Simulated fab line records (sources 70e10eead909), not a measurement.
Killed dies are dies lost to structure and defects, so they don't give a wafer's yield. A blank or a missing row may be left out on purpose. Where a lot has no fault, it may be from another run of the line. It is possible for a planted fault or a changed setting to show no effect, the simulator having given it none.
fab line records    flow nand-harc
record: lots: 14  wafers: 42  last-day: 33
route steps=1302 shown A_ONON_D1@436 A_BONDPAD@1231 THIN_TSV@1280 END@1302
lots that met no fault: from a run of the same line without faults
start-h: hours from the record's opening day to when the first of the lot's shown wafers began    wait-h: hours elapsed since this lot's preceding step    " as in the row above    L1.1+2: several wafers, shown together as one row    - no value, or no start given    * or withheld: withheld    < > ~ a bound
route shown NAME@n: names a module that has steps shown in the file, with the first one's number in the route    usual: mean/standard deviation taken from wafers without a fault    same: alike in all rows    chamber/n: place in a boat    sites: each site's reading    _std_site: standard deviation across them    _edge_site: inner sites' mean taken away from outer sites' mean    radius-mm: how far each site lies from the wafer's centre    mask NAME#n: copy n    behind: the last tool/chamber to shape the wafer    hold: the reason the lot was held/the length of the hold in hours/how it ended    device: whichever transistor did not switch (one of n, p or np)    end of line: the route-end tests of the same wafers    a step without rows: its recipe alone    killed: not the wafer's yield, but the dies lost to structure and defects at the first sort    map: shows each die of a wafer: x if killed, . if not, _ if none is there
set.NAME: the setting that was run; set.NAME@STEP: the one run at that earlier step    model.NAME: the simulator's own value behind a step, which no gauge read
steps of the route over a sample of lots; a table a step, a row a wafer
services: the hour from which a tool's chamber was out of use, counted from the record's first day as start-h (under 0 if before that day), plus the number of hours and why
== steps ==
step: NHARC_A_ONON_D1_DEP_16
recipe: target-thk-a: 10000  n2-flow-sccm: 2750  n2o-flow-sccm: 2000  nh3-flow-sccm: 500  sih4-flow-sccm: 210  temp-c: 400
lot.wafer   tool           chamber  start-h  wait-h
L877.1+2+5  pecvd-onon-04  0        167.44   0.1
L878.1+3+6  pecvd-onon-03  0        186.30   0.1
L879.2+4+5  pecvd-onon-04  0        190.15   0.1
L880.1+3+5  pecvd-onon-03  0        195.79   0.1
L881.1+2+5  pecvd-onon-02  0        209.73   0.1
L885.2+4+6  pecvd-onon-02  0        265.46   0.1
L887.2+3+6  pecvd-onon-02  0        278.03   0.1
L892.2+3+5  pecvd-onon-02  0        337.27   0.1
L893.2+3+5  pecvd-onon-02  0        341.51   0.1
L896.1+2+3  pecvd-onon-03  0        360.72   0.1
L897.2+4+5  pecvd-onon-03  0        370.40   0.1
L898.3+4+6  pecvd-onon-02  0        380.44   0.2
L899.1+3+6  pecvd-onon-02  0        400.25   0.1
L900.1+2+6  pecvd-onon-04  0        400.40   0.2
step: NHARC_A_BONDPAD_CMP_19
recipe: t-overpolish-s: 30  cu-recess-touch-s: 16  target-thk-nm: 169.82
usual: motor-current-A: 12.0/0.99  overpolish-run-s: 30.001/0.0098
same: t-overpolish-s: 30
lot.wafer  tool    chamber  start-h  wait-h  motor-current-A  overpolish-run-s
L877.2     cmp-03  2        537.54   -       10.1             29.995
L877.1     "       3        "        "       12.2             30.000
L877.5     "       2        "        "       10.8             29.990
L878.3     cmp-01  2        550.46   -       12.4             30.006
L878.1     "       3        "        "       12.3             30.020
L878.6     "       1        "        "       10.8             30.012
L879.2     cmp-01  0        552.66   -       11.2             30.013
L879.4     "       3        "        "       12.3             29.988
L879.5     "       0        "        "       11.2             30.011
L880.3     cmp-01  1        556.42   -       11.5             30.014
L880.1     "       3        "        "       12.0             30.000
L880.5     "       0        "        "       11.6             29.995
L881.2     cmp-03  1        566.75   -       12.7             30.000
L881.1     "       3        "        "       12.1             30.005
L881.5     "       1        "        "       13.3             30.010
L885.4     cmp-03  0        628.61   -       12.1             30.016
L885.2     "       1        "        "       12.7             29.994
L885.6     "       0        "        "       12.0             30.002
L887.3     cmp-03  0        659.32   -       12.2             30.010
L887.2     "       1        "        "       12.7             30.007
L887.6     "       3        "        "       12.1             30.005
L893.3     cmp-01  2        705.86   -       12.9             29.997
L893.2     "       1        "        "       11.1             29.999
L893.5     "       2        "        "       13.1             29.991
L892.2     cmp-01  3        710.26   -       12.0             30.000
L892.3     "       1        "        "       11.4             29.993
L892.5     "       0        "        "       11.2             30.000
L896.1     cmp-01  3        725.24   -       13.0             30.005
L896.2     "       0        "        "       10.7             30.006
L896.3     "       2        "        "       12.7             30.003
L897.2     cmp-03  1        728.17   -       13.5             29.995
L897.4     "       2        "        "       10.6             29.994
L897.5     "       0        "        "       12.0             29.985
L898.4     cmp-04  0        749.90   -       13.4             30.007
L898.3     "       1        "        "       12.3             30.009
L898.6     "       1        "        "       12.6             30.002
L899.1     cmp-04  1        751.15   -       12.4             30.003
L899.3     "       3        "        "       11.1             29.984
L899.6     "       2        "        "       11.4             30.005
L900.1     cmp-01  1        760.88   -       11.1             30.001
L900.2     "       2        "        "       12.3             30.005
L900.6     "       1        "        "       10.4             29.996
step: NHARC_THIN_TSV_PRE_CLEAN_54
recipe: time-s: 30  temp-c: 280  gas: H2/He
usual: heater-power-w: 435/43
lot.wafer  tool            chamber  start-h  wait-h  heater-power-w
L877.1     pvd-sputter-02  -        555.55   0.1     401
L877.2     "               -        "        "       485
L877.5     "               -        "        "       494
L878.3     pvd-sputter-03  -        569.02   0.1     401
L878.1     "               -        "        "       432
L878.6     "               -        "        "       396
L879.2     pvd-sputter-02  -        570.40   0.1     484
L879.4     "               -        "        "       419
L879.5     "               -        "        "       492
L880.3     pvd-sputter-02  -        574.50   0.1     473
L880.1     "               -        "        "       479
L880.5     "               -        "        "       426
L881.1     pvd-sputter-02  -        584.43   0.1     474
L881.2     "               -        "        "       482
L881.5     "               -        "        "       403
L885.4     pvd-sputter-01  -        647.95   0.1     491
L885.2     "               -        "        "       420
L885.6     "               -        "        "       495
L887.2     pvd-sputter-03  -        678.09   0.0     409
L887.3     "               -        "        "       440
L887.6     "               -        "        "       357
L893.3     pvd-sputter-02  -        723.44   0.1     400
L893.2     "               -        "        "       481
L893.5     "               -        "        "       451
L892.3     pvd-sputter-01  -        728.17   0.0     421
L892.2     "               -        "        "       442
L892.5     "               -        "        "       473
L896.1     pvd-sputter-03  -        743.17   0.0     336
L896.2     "               -        "        "       423
L896.3     "               -        "        "       380
L897.2     pvd-sputter-02  -        752.32   0.1     476
L897.4     "               -        "        "       401
L897.5     "               -        "        "       469
L898.4     pvd-sputter-02  -        768.93   0.1     478
L898.3     "               -        "        "       448
L898.6     "               -        "        "       484
L899.1     pvd-sputter-01  -        770.37   0.0     391
L899.3     "               -        "        "       390
L899.6     "               -        "        "       390
L900.2     pvd-sputter-02  -        778.80   0.1     399
L900.1     "               -        "        "       502
L900.6     "               -        "        "       451
step: NHARC_END_SORT_01
recipe: temp-c: 25
usual: killed-at-array: 59/16  killed-at-other: 0.8/1.1  killed-at-periphery: 3.6/2.4  killed-dies: 64/16  killed-open: 3.4/1.8  killed-short: 2.5/1.6
same: gross-dies: 677
lot.wafer  tool       chamber  start-h  wait-h  killed-at-array  killed-at-other  killed-at-periphery  killed-dies  killed-open  killed-short
L885.2     prober-02  0        660.87   2.8     134              1                10                   145          2            1
L885.4     prober-02  0        662.45   3.4     136              3                6                    145          7            2
L885.6     prober-02  0        664.04   4.0     137              2                6                    145          3            2
L887.2     prober-02  0        698.70   2.8     148              0                4                    152          4            0
L887.3     prober-02  0        699.51   3.1     152              0                2                    154          4            4
L887.6     prober-02  0        701.94   4.0     138              1                2                    141          0            2
killed by level:class
L885.2 A_ONON_D1:unspecified=78 A_SLIT:chamber-film-flake=28 A_CHANNEL_HOLE_D2:chamber-film-flake=20 P_CONTACT:chamber-film-flake=7 A_CONTACT:chamber-film-flake=4 P_GATE:geometric-particle:open=1 A_CHANNEL_FILL_D1:geometric-particle:short=1 A_M1:geometric-particle:open=1
L885.4 A_ONON_D1:unspecified=79 A_SLIT:chamber-film-flake=29 A_CHANNEL_HOLE_D2:chamber-film-flake=11 A_CHANNEL_HOLE_D1:chamber-film-flake=7 THIN_TSV:chamber-film-flake=3 P_M1:geometric-particle:open=2 A_DECK1_JOINT:geometric-particle:open=2 P_CONTACT:chamber-film-flake=2
L885.6 A_ONON_D1:unspecified=86 A_SLIT:chamber-film-flake=22 A_CHANNEL_HOLE_D2:chamber-film-flake=12 A_CHANNEL_HOLE_D1:chamber-film-flake=6 P_CONTACT:chamber-film-flake=5 A_STAIRCASE:chamber-film-flake=3 A_CONTACT:chamber-film-flake=2 THIN_TSV:chamber-film-flake=2
L887.2 A_ONON_D1:unspecified=83 A_CHANNEL_HOLE_D1:chamber-film-flake=35 A_SLIT:chamber-film-flake=24 A_ONON_D2:geometric-particle:open=2 P_M2:geometric-particle:open=1 A_SLIT:geometric-particle:open=1 P_ZERO_WELL:chamber-film-flake=1 P_STI:chamber-film-flake=1
L887.3 A_ONON_D1:unspecified=85 A_SLIT:chamber-film-flake=29 A_CHANNEL_HOLE_D1:chamber-film-flake=22 A_CONTACT:chamber-film-flake=4 P_M0:chamber-film-flake=2 A_SOURCE_PLATE:geometric-particle:short=1 A_CHANNEL_HOLE_D1:geometric-particle:open=1 A_ONON_D2:geometric-particle:short=1
L887.6 A_ONON_D1:unspecified=79 A_CHANNEL_HOLE_D1:chamber-film-flake=29 A_SLIT:chamber-film-flake=20 A_CHANNEL_HOLE_D2:chamber-film-flake=2 A_STAIRCASE:chamber-film-flake=2 A_WL_FILL:chamber-film-flake=2 A_CONTACT:chamber-film-flake=2 A_ONON_D1:geometric-particle:short=1
== services ==
tool            chamber  start-h  hours  kind
pecvd-onon-02   -        178.19   0.3    repair
cmp-01          -        183.76   0.3    repair
pecvd-onon-02   -        185.00   13.0   pm
cmp-01          -        204.01   4.0    pm
pvd-sputter-02  -        207.87   0.5    repair
cmp-01          -        234.56   4.3    repair
cmp-01          -        271.89   3.2    repair
pvd-sputter-02  -        273.09   8.9    repair
pvd-sputter-02  -        282.00   10.0   pm
cmp-01          -        302.01   4.0    pm
cmp-01          -        307.10   0.5    repair
cmp-01          -        331.24   2.5    repair
pecvd-onon-02   -        366.00   13.0   pm
cmp-01          -        400.04   4.0    pm
cmp-01          -        441.98   0.8    repair
pvd-sputter-02  -        460.00   10.0   pm
pecvd-onon-02   -        474.39   11.0   repair
cmp-01          -        498.16   4.0    pm
pecvd-onon-02   -        547.00   13.0   pm
cmp-01          -        596.16   4.0    pm
cmp-01          -        636.56   0.3    repair
pvd-sputter-02  -        638.00   10.0   pm
pvd-sputter-02  -        648.77   6.2    repair
pvd-sputter-02  -        746.53   3.1    repair
== key ==
first-sign: step: NHARC_END_SORT_01  reading: killed-dies  direction: up  sigmas: 5.3  usual: 64  struck: 147
effect: step: NHARC_END_SORT_01  reading: killed-at-array  direction: up  sigmas: 5.1  usual: 59  struck: 141
more-kills-born-at: NHARC_A_ONON_D1_DEP_16@pecvd-onon-02: 490
met-at NHARC_A_ONON_D1_DEP_16
struck-lots L885,L887
tester-left-out L885,L887
not-acting-at NHARC_A_BONDPAD_CMP_19,NHARC_THIN_TSV_PRE_CLEAN_54
onset-between 209.73 265.46
fault: kind: chamber-particle-source  tool: pecvd-onon-02  chamber: -  onset-h: 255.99  steps: NHARC_A_ONON_D1_DEP_16  rate-per-visit-cm2: 0.81289  end-h: 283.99
tester-left-out: of these lots the tester's yield and bins aren't shown, on N5 and GAA mostly nor the transistor test; their killed dies are dies lost to structure and defects alone, not to doping, threshold or leakage, so they don't give the yield
